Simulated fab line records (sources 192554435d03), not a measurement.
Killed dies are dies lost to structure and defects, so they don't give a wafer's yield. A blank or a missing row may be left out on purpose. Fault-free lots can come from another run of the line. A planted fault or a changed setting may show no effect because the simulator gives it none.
Problem report, 8D (eight disciplines) form, completed by code ; flow n5 finfet ; the parts of the form that need people (team, actions taken, sign-off) are left out

== 1. THE PROBLEM ==
Mean of chamber pressure mTorr at N5_BEOL_M15_STRIP_64: 21.005 mTorr across 6 wafers in 2 lots; on wafers with no fault it is 30.001 mTorr (standard deviation 0.028). That is -99 or more standard deviations from the usual mean.
The step: strips in O2.
First observed at day 16 13:00: wafer L404.2, on rie diel-05. The record has a number at this step for 30 wafers belonging to 10 lots. The rule behind "out" and "out of limits": a value lying over 4 standard deviations away from the usual mean. Any other wafer with a number is counted as sound.

== 2. WHAT THIS IS AND IS NOT ==
question;is;is not
which readings at this step;chamber pressure mTorr;drypump motor current A, oes product au, rf vpp V, showerhead plenum p Torr, throttle valve pct
which lots;L404, L406;L387, L389, L390, L392, L393, L394, L407, L408
which wafers of those lots;all that have a number;-
read on which tools;rie diel-05;rie diel-01, rie diel-06
when;from day 16 13:00;"up to then (18 sound wafers); but 6 sound wafers of L407, L408 came after"

== 3. SUSPECTS, AND WHAT RULES EACH OUT ==
Counting: any tool at a process step up to the reading is kept as a suspect provided that every lot that is out went through it and no sound lot did after the first of them.
- rtp anneal-01 at N5_BEOL_M14_ANNEAL_48 (time 90 s): ruled out as a lasting fault. Following L404 (day 16 11:20), the first lot on it that is out, the sound lots L407 were run on it.
- rie diel-05 at N5_BEOL_M15_VIA_ETCH_16 (etches SiO2 in C4F8/O2/Ar, target depth 1792.2 nm): kept. Every lot that is out went through it, starting with L404 (day 16 12:55), and after that it ran no sound lot; the last sound lot it ran before then is L393 (day 12 20:51).
- rie diel-05 at N5_BEOL_M15_STRIP_64 (strips in O2): kept. Every lot that is out went through it, starting with L404 (day 16 13:00), and after that it ran no sound lot; the last sound lot it ran before then is L393 (day 12 21:00). On those wafers its own readings are out: chamber pressure mTorr.
Remaining after the count are rie diel-05 at N5_BEOL_M15_VIA_ETCH_16 and rie diel-05 at N5_BEOL_M15_STRIP_64.

== 4. THE CAUSE (what the simulator had put in) ==
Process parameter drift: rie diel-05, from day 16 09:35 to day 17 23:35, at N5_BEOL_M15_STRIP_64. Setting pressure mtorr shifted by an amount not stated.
Of the 2 suspects that counting leaves, this tool is one.

== 5. THE EFFECT CHAIN, in route order ==
Rows list readings where the struck wafers' mean (over those with a number) sits beyond 3 standard deviations from the usual. Readings are gone through only where the record gives a usual standard deviation; hours: the median, over the lots, of the time from a lot's start at the first step in this table giving one to that lot's start at this step; sigmas: the change measured in usual standard deviations.
hours;step;reading;usual;on struck wafers;change;sigmas
0;N5_BEOL_M15_STRIP_64;chamber pressure mTorr;30.001 mTorr;21.005;-8.996;-99 or more
It contains these process steps:
- N5_BEOL_M15_STRIP_64: strips in O2.

== 6. WHAT WOULD HAVE CAUGHT IT SOONER ==
In this record no reading fell out of limits until day 16 13:00, 3 hours after the fault had begun at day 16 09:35.
